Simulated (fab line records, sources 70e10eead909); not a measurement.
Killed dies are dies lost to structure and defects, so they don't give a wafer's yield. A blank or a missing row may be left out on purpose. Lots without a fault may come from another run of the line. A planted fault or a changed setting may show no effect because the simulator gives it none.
A struck lot beside a sound one | flow nand_harc | 41 steps out of a route of 1159
Sound: wafers L327.1, L327.5, L327.6. Struck: wafers L322.1, L322.4, L322.6. The cause comes at the end.
At each step with rows: each side's tool, then ch and its chambers, then its first start. Under that, the readings that differ: sound wafers | struck wafers | difference of the means | sigmas: that difference in standard deviations of wafers without a fault.
alike: readings whose means differ by less than 2 such deviations, and words and numbers that are the same on both sides. not compared: withheld readings, readings that some wafer has no value for, bounds like >300 that may hide the same value, and numbers for which the record gives no deviation and whose values overlap.
The two part at a step that has a row with sigmas, a row that says differs or no value, or rows on one side only. Numbers that don't overlap but have no deviation are shown without sigmas and don't part them. A reading that every wafer of one side lacks parts them only if that side has two wafers or more.

first, 11 steps without rows for these wafers: NHARC_P_ZERO_WELL_DEHYDRATE_03 (time 120 s); NHARC_P_ZERO_WELL_HMDS_04 (time 30 s); NHARC_P_ZERO_WELL_COAT_64 (time 65 s); NHARC_P_ZERO_WELL_COAT_05 (resist thk 600 nm); NHARC_P_ZERO_WELL_SOFTBAKE_06 (time 70 s); NHARC_P_ZERO_WELL_EBR_07; NHARC_P_ZERO_WELL_EXPOSE_08 (exposes mask P ZERO, target cd 500 nm); NHARC_P_ZERO_WELL_PEB_09 (peb time 80 s); NHARC_P_ZERO_WELL_DEVELOP_10 (time 50 s); NHARC_P_ZERO_WELL_HARDBAKE_12 (time 65 s); NHARC_P_ZERO_WELL_DESCUM_13 (chemistry O2, time 3 s).
NHARC_P_ZERO_WELL_ETCH_65: etches the open film in N2/H2, target depth 80 nm, overetch 24 nm, time 87.88 s.
  sound on rie_diel-06 ch 0,2,3, day 7 01:23; struck on rie_diel-07 ch 2,3, day 5 19:31
  alike: drypump_motor_current_A, oes_product_au, rf_vpp_V, showerhead_plenum_p_Torr, throttle_valve_pct
  not compared: rf_hours_counter_h
then, 27 steps without rows for these wafers: NHARC_P_ZERO_WELL_ETCH_62 (etches the open film in CHF3/Ar, target depth 13 nm, time 6.5 s); NHARC_P_ZERO_WELL_ETCH_63 (etches the open film in HBr/Cl2, target depth 120 nm, time 40.1 s); NHARC_P_ZERO_WELL_STRIP_15 (strips in SPM, time 900 s); NHARC_P_ZERO_WELL_DEHYDRATE_16 (time 120 s); NHARC_P_ZERO_WELL_HMDS_17 (time 30 s); NHARC_P_ZERO_WELL_COAT_18; NHARC_P_ZERO_WELL_SOFTBAKE_19 (time 95 s); NHARC_P_ZERO_WELL_EBR_20; NHARC_P_ZERO_WELL_EXPOSE_21 (exposes mask P NWELL, target cd 720 nm); NHARC_P_ZERO_WELL_PEB_22 (peb time 85 s); NHARC_P_ZERO_WELL_DEVELOP_23 (time 70 s); NHARC_P_ZERO_WELL_HARDBAKE_25 (time 80 s); NHARC_P_ZERO_WELL_DESCUM_26 (chemistry O2, time 3 s); NHARC_P_ZERO_WELL_IMPLANT_27; NHARC_P_ZERO_WELL_IMPLANT_57; NHARC_P_ZERO_WELL_IMPLANT_58; NHARC_P_ZERO_WELL_STRIP_28 (strips in SPM, time 840 s); NHARC_P_ZERO_WELL_DEHYDRATE_29 (time 120 s); NHARC_P_ZERO_WELL_HMDS_30 (time 30 s); NHARC_P_ZERO_WELL_COAT_31; NHARC_P_ZERO_WELL_SOFTBAKE_32 (time 95 s); NHARC_P_ZERO_WELL_EBR_33; NHARC_P_ZERO_WELL_EXPOSE_34 (exposes mask P PWELL, target cd 720 nm); NHARC_P_ZERO_WELL_PEB_35 (peb time 85 s); NHARC_P_ZERO_WELL_DEVELOP_36 (time 70 s); NHARC_P_ZERO_WELL_HARDBAKE_38 (time 80 s); NHARC_P_ZERO_WELL_DESCUM_39 (chemistry O2, time 3 s).
NHARC_P_ZERO_WELL_INSPECT_43:
  sound on defect_inspect-02, day 7 07:22; struck on defect_inspect-02, day 6 01:20
  reading          | sound   | struck      | difference | sigmas
  raw_defect_count | 15 15 7 | 885 920 883 | +884       | +99 or more
-- the record jumps here: 18 days lie between the struck wafers' starts before and after (it left off in module P_ZERO_WELL and takes up again in module END, whose first step shown is number 1159 of the route) --
NHARC_END_SORT_01:
  the record has rows for the struck wafers here (prober-01 ch 0, day 24 02:58) and none for the sound ones

WHERE THEY PART
First at NHARC_P_ZERO_WELL_INSPECT_43; last, within this record, at NHARC_END_SORT_01.

WHY: what the simulator had put in
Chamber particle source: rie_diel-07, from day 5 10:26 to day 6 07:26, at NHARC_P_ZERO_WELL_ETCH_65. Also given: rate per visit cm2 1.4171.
